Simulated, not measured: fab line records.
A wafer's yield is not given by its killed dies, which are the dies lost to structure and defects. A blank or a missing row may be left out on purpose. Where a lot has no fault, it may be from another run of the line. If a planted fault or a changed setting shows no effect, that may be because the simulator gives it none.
What tool caused it? || flow nand_harc || 24 wafers from 8 lots sampled at 5 of the route's 1159 steps

== WHAT THE GAUGES READ, wafer by wafer ==
NHARC_END_SORT_01.
{"lot": "L627", "measured": "day 19 19:56", "on": "prober-01", "defect_limited_yield (%)": "96.0 93.8 95.1"}

== WHAT TOOL EACH LOT RAN ON (gives the tool, then ch and the chambers of the sampled wafers, and finally the start) ==
{"lot": "L623", "NHARC_P_M2_PRE_CLEAN_30": "pvd_sputter-01, day 6 17:17 or earlier", "NHARC_P_M2_PRE_CLEAN_32": "pecvd-01 ch 0,1, day 6 17:17", "NHARC_P_BONDPAD_DESCUM_11": "rie_diel-04 ch 1,2,3, day 6 19:26", "NHARC_P_BONDPAD_ETCH_12": "rie_diel-04 ch 1,2,3, day 6 19:38"}
{"lot": "L624", "NHARC_P_M2_PRE_CLEAN_30": "pvd_sputter-03, day 6 20:27 or earlier", "NHARC_P_M2_PRE_CLEAN_32": "pecvd-01 ch 0,1, day 6 20:27", "NHARC_P_BONDPAD_DESCUM_11": "rie_diel-11 ch 0,2, day 6 22:31", "NHARC_P_BONDPAD_ETCH_12": "rie_diel-11 ch 1,2,3, day 6 22:42"}
{"lot": "L627", "NHARC_P_M2_PRE_CLEAN_30": "pvd_sputter-02, day 7 01:18 or earlier", "NHARC_P_M2_PRE_CLEAN_32": "pecvd-01 ch 0,1, day 7 01:18", "NHARC_P_BONDPAD_DESCUM_11": "rie_diel-11 ch 0,2, day 7 03:25", "NHARC_P_BONDPAD_ETCH_12": "rie_diel-11 ch 1,2, day 7 03:35"}
{"lot": "L633", "NHARC_P_M2_PRE_CLEAN_30": "pvd_sputter-02, day 8 16:07 or earlier", "NHARC_P_M2_PRE_CLEAN_32": "pecvd-01 ch 0,1,2, day 8 16:07", "NHARC_P_BONDPAD_DESCUM_11": "rie_diel-04 ch 0,2,3, day 8 18:17", "NHARC_P_BONDPAD_ETCH_12": "rie_diel-04 ch 0,1,2, day 8 18:38"}
{"lot": "L634", "NHARC_P_M2_PRE_CLEAN_30": "pvd_sputter-02, day 9 04:53 or earlier", "NHARC_P_M2_PRE_CLEAN_32": "pecvd-01 ch 0,2, day 9 04:53", "NHARC_P_BONDPAD_DESCUM_11": "rie_diel-04 ch 0,3, day 9 07:00", "NHARC_P_BONDPAD_ETCH_12": "rie_diel-04 ch 0,1,3, day 9 07:11"}
{"lot": "L636", "NHARC_P_M2_PRE_CLEAN_30": "pvd_sputter-01, day 9 17:39 or earlier", "NHARC_P_M2_PRE_CLEAN_32": "pecvd-01 ch 0,1,2, day 9 17:39", "NHARC_P_BONDPAD_DESCUM_11": "rie_diel-12 ch 1,2, day 9 19:47", "NHARC_P_BONDPAD_ETCH_12": "rie_diel-12 ch 0,1, day 9 19:58"}
{"lot": "L641", "NHARC_P_M2_PRE_CLEAN_30": "pvd_sputter-01, day 11 02:38 or earlier", "NHARC_P_M2_PRE_CLEAN_32": "pecvd-02 ch 0,1,2, day 11 02:38", "NHARC_P_BONDPAD_DESCUM_11": "rie_diel-11 ch 0,1, day 11 04:31", "NHARC_P_BONDPAD_ETCH_12": "rie_diel-11 ch 0,2,3, day 11 04:43"}
{"lot": "L646", "NHARC_P_M2_PRE_CLEAN_30": "pvd_sputter-01, day 12 04:00 or earlier", "NHARC_P_M2_PRE_CLEAN_32": "pecvd-03 ch 0,1,2, day 12 04:00", "NHARC_P_BONDPAD_DESCUM_11": "rie_diel-04 ch 0,3, day 12 05:56", "NHARC_P_BONDPAD_ETCH_12": "rie_diel-04 ch 0,2,3, day 12 06:08"}
- NHARC_P_M2_PRE_CLEAN_30: time 30 s.
- NHARC_P_M2_PRE_CLEAN_32: time 12 s.
- NHARC_P_BONDPAD_DESCUM_11: chemistry O2, time 3 s.
- NHARC_P_BONDPAD_ETCH_12: etches the open film in CHF3/O2, target depth 200 nm, time 100 s.

== THE ANSWER, worked out from the rows above alone ==
Rule: the lots themselves supply what counts as usual. Put in order of their means at a reading, lots are off if they are a third of the lots or fewer, leave a main group of 4 or more, and stand apart from it by a gap of 3 or more times the standard deviation of the main group's means; of several such gaps the widest counts. Not used: any main group whose means are identical at the precision the tables above print for the reading. A lot without any number at a reading at which 4 lots or more have one is off too. All remaining lots with rows at the step are treated as sound.
No lot is off at any reading shown: from this, nothing can be told.

== WHAT THE SIMULATOR PUT IN ==
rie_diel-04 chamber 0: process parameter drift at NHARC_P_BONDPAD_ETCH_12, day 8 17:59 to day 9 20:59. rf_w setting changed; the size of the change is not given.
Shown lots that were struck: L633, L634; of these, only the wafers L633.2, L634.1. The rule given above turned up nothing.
